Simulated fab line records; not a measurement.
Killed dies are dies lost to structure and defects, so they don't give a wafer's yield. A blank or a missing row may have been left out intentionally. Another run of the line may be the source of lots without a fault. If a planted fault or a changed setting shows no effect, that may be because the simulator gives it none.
Matching of chambers ; flow nandHarc ; rieDiel-05 running NHARC_A_STAIRCASE_DESCUM_443: 4 sister chambers
The step chemistry O2, time 3 s. 4 wafers are shown with their chamber, then 9 later ones without.

## WAFERS, EACH WITH ITS CHAMBER
wafer;chamber;drypumpMotorCurrentA (A)
L082.2;2;5.4
L084.1;3;5.0
L084.2;1;6.0
L084.4;0;6.0

## WAFERS WITHOUT THEIR CHAMBER
wafer;drypumpMotorCurrentA (A)
L086.3;6.1
L086.5;6.0
L086.6;5.3
L091.1;6.1
L091.2;5.3
L091.3;5.0
L095.2;6.1
L095.5;5.0
L095.6;5.3

## WHICH CHAMBER EACH ONE RAN IN
wafer;from the rows above;in truth
L086.3;can't be placed: 0 or 1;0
L086.5;can't be placed: 0 or 1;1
L086.6;2;2
L091.1;can't be placed: 0 or 1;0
L091.2;2;2
L091.3;3;3
L095.2;can't be placed: 0 or 1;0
L095.5;3;3
L095.6;2;2
Placed correctly: 5 of 9. These rows do not allow placing 4 (true chamber among the candidates in 4). Wrongly placed: 0.
How it was worked out, from the rows above alone: a wafer's distance from a chamber is the root of the sum, over the readings, of the square of ((its reading less the chamber's mean) divided by the reading's scatter). If the next closest chamber is less than 2 further off than the closest, the wafer can't be placed; otherwise it belongs to the closest. A chamber's mean is the mean of its shown wafers. The scatter: root of mean squared gap, hidden wafer to nearest shown wafer, with one shown wafer a chamber.
